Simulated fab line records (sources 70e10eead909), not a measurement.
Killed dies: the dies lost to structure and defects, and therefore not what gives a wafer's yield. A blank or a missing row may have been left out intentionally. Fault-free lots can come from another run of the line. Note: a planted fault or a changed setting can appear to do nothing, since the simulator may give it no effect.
Chamber matching ; flow nand-harc ; rie-diel-09 running NHARC_A_SGD_CUT_DESCUM_14: 4 sister chambers
The step chemistry O2, time 3 s. 8 wafers are shown with their chamber, then 7 later ones without.

## EACH WAFER AND ITS CHAMBER
wafer;chamber;drypump-motor-current-A (A);oes-product-au (a.u.)
L079.1;1;4.9;0.991
L079.6;0;6.4;1.007
L086.2;0;6.3;1.000
L091.1;2;5.4;1.019
L091.4;3;6.0;0.994
L091.5;1;5.0;1.001
L093.1;3;6.0;1.005
L093.3;2;5.4;1.002

## WAFERS MISSING THEIR CHAMBER
wafer;drypump-motor-current-A (A);oes-product-au (a.u.)
L093.4;6.3;1.002
L095.2;6.0;1.008
L095.4;6.4;0.992
L095.6;4.9;1.008
L096.1;6.0;0.990
L096.2;6.3;0.998
L096.3;4.9;0.995

## CHAMBER TAKEN BY EACH
wafer;from the rows above;in truth
L093.4;0;0
L095.2;3;3
L095.4;0;0
L095.6;1;1
L096.1;3;3
L096.2;0;0
L096.3;1;1
Correctly placed: 7 of 7. Number that these rows cannot place: 0. Number placed wrongly: 0.
How it was worked out, from the rows above alone: a wafer's distance from a chamber is the root of the sum, over the readings, of the square of ((its reading less the chamber's mean) divided by the reading's scatter). The wafer belongs to the nearest chamber; if the next one is less than 2 further off, it can't be placed. Each chamber's mean is taken over the wafers shown for it. How the scatter is found: for the shown wafers, subtract from each reading the mean of its chamber, square and add these, divide the total by (wafers less chambers), then take the root.
